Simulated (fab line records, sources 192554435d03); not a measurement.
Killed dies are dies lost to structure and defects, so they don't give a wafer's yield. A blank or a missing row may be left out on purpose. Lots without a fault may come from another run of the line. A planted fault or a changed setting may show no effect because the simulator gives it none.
A struck lot beside a sound one | flow n5_finfet | 37 steps out of a route of 1938
Sound: wafers L921.1, L921.5, L921.6. Struck: wafers L931.1, L931.2, L931.5. The cause comes at the end.
At each step with rows: each side's tool, then ch and its chambers, then its first start. Under that, the readings that differ: sound wafers | struck wafers | difference of the means | sigmas: that difference in standard deviations of wafers without a fault.
alike: readings whose means differ by less than 2 such deviations, and words and numbers that are the same on both sides. not compared: withheld readings, readings that some wafer has no value for, bounds like >300 that may hide the same value, and numbers for which the record gives no deviation and whose values overlap.
The two part at a step that has a row with sigmas, a row that says differs or no value, or rows on one side only. Numbers that don't overlap but have no deviation are shown without sigmas and don't part them. A reading that every wafer of one side lacks parts them only if that side has two wafers or more.

first, 9 steps without rows for these wafers: N5_WELL_APT_COAT_19 (resist thk 950 nm); N5_WELL_APT_EBR_21; N5_WELL_APT_SOFTBAKE_20 (time 60 s); N5_WELL_APT_EXPOSE_22 (exposes mask PWELL, defocus 0 nm, target cd 200 nm); N5_WELL_APT_PEB_23 (peb time 90 s); N5_WELL_APT_DEVELOP_24 (develop time 45 s); N5_WELL_APT_HARDBAKE_29 (time 120 s); N5_WELL_APT_DESCUM_30 (chemistry O2, time 7.9 s); N5_WELL_APT_IMPLANT_31.
N5_WELL_APT_IMPLANT_32:
  sound on implanter-01 ch 0, day 1 15:19; struck on implanter-01 ch 0, day 4 04:05
  reading                   | sound                | struck               | difference | sigmas
  beam_energy_keV           | 50.010 50.000 49.996 | 41.214 41.226 41.205 | -8.787     | -99 or more
  model.implant.rp_nm (nm)  | 37.58 37.58 37.58    | 31.41 31.41 31.41    | -6.17      |
  model.implant.drp_nm (nm) | 18.55 18.55 18.55    | 16.2 16.2 16.2       | -2.4       |
then, 25 steps without rows for these wafers: N5_WELL_APT_STRIP_33 (strips in SPM, time 900 s); N5_WELL_APT_RTA_34 (time 10 s); N5_WELL_APT_OXIDE_STRIP_42 (strips SiO2 in dHF, time 45 s, target depth 12 nm); N5_WELL_APT_PRECLEAN_36 (cleans in O3/DIW, time 45 s); N5_WELL_APT_PRECLEAN_39 (cleans in dHF, time 60 s); N5_WELL_APT_SRD_37 (time 30 s); N5_WELL_APT_EPI_41 (deposits Si from SiH4/H2, target thk 50 nm, time 297.7 s); N5_PMOS_HMC_CHANNEL_EPI_HM_DEP_34 (deposits SiO2 from TEOS/O2, target thk 36 nm, time 6.9 s); N5_PMOS_HMC_CHANNEL_EPI_COAT_31 (time 60 s, resist thk 66 nm); N5_PMOS_HMC_CHANNEL_EPI_COAT_03 (resist thk 205 nm); N5_PMOS_HMC_CHANNEL_EPI_EBR_05; N5_PMOS_HMC_CHANNEL_EPI_SOFTBAKE_04 (time 60 s); N5_PMOS_HMC_CHANNEL_EPI_EXPOSE_06 (exposes mask PMOS HMC BLK, target cd 240 nm); N5_PMOS_HMC_CHANNEL_EPI_PEB_07 (peb time 60 s); N5_PMOS_HMC_CHANNEL_EPI_DEVELOP_08 (develop time 30 s); N5_PMOS_HMC_CHANNEL_EPI_DESCUM_14 (chemistry O2, time 7.9 s); N5_PMOS_HMC_CHANNEL_EPI_ETCH_32 (etches BARC in N2/H2, stops on SiO2, target depth 85.8 nm, time 50.3 s); N5_PMOS_HMC_CHANNEL_EPI_HM_OPEN_15 (chemistry CHF3/O2, target SiO2, target depth 40.6 nm, time 20.3 s); N5_PMOS_HMC_CHANNEL_EPI_STRIP_33 (strips in N2/H2); N5_PMOS_HMC_CHANNEL_EPI_STRIP_17 (strips in SPM, time 750 s); N5_PMOS_HMC_CHANNEL_EPI_ETCH_38 (etches SiO2 in CF4, target depth 1.5 nm); N5_PMOS_HMC_CHANNEL_EPI_FIN_RECESS_16 (chemistry HBr/Cl2, target Si, target depth 54 nm, time 18 s); N5_PMOS_HMC_CHANNEL_EPI_PRECLEAN_36 (cleans in O3/DIW, time 45 s); N5_PMOS_HMC_CHANNEL_EPI_PRECLEAN_18 (cleans in DHF, time 30 s); N5_PMOS_HMC_CHANNEL_EPI_SRD_19 (time 30 s).
-- the record jumps here: 7 days lie between the struck wafers' starts before and after (it left off in module PMOS_HMC_CHANNEL_EPI and takes up again in module BEOL_M4, whose first step shown is number 1111 of the route) --
N5_BEOL_M4_RC_MEAS_101:
  sound on prober-02 ch 0, day 8 03:52; struck on prober-01 ch 0, day 10 23:13
  reading           | sound          | struck         | difference | sigmas
  CJ_N              | 4.32 4.27 4.34 | 5.08 5.03 5.05 | +0.74      | +11
  RS_PWELL (ohm/sq) | 3013 2995 2992 | 3104 3095 3100 | +100       | +4
  alike: DIBL_N, DIBL_P, IOFF_N, IOFF_N_LONG, IOFF_P, ION_N, ION_P, SS_N, SS_P, VT_N, VT_P
then, 1 step without rows for these wafers: N5_PASSIVATION_PROBE_49.

WHERE THEY PART
First at N5_WELL_APT_IMPLANT_32; last, within this record, at N5_BEOL_M4_RC_MEAS_101.

WHY: what the simulator had put in
Process parameter drift: implanter-01, from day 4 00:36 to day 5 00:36, at N5_WELL_APT_IMPLANT_32. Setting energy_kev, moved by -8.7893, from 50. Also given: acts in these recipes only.
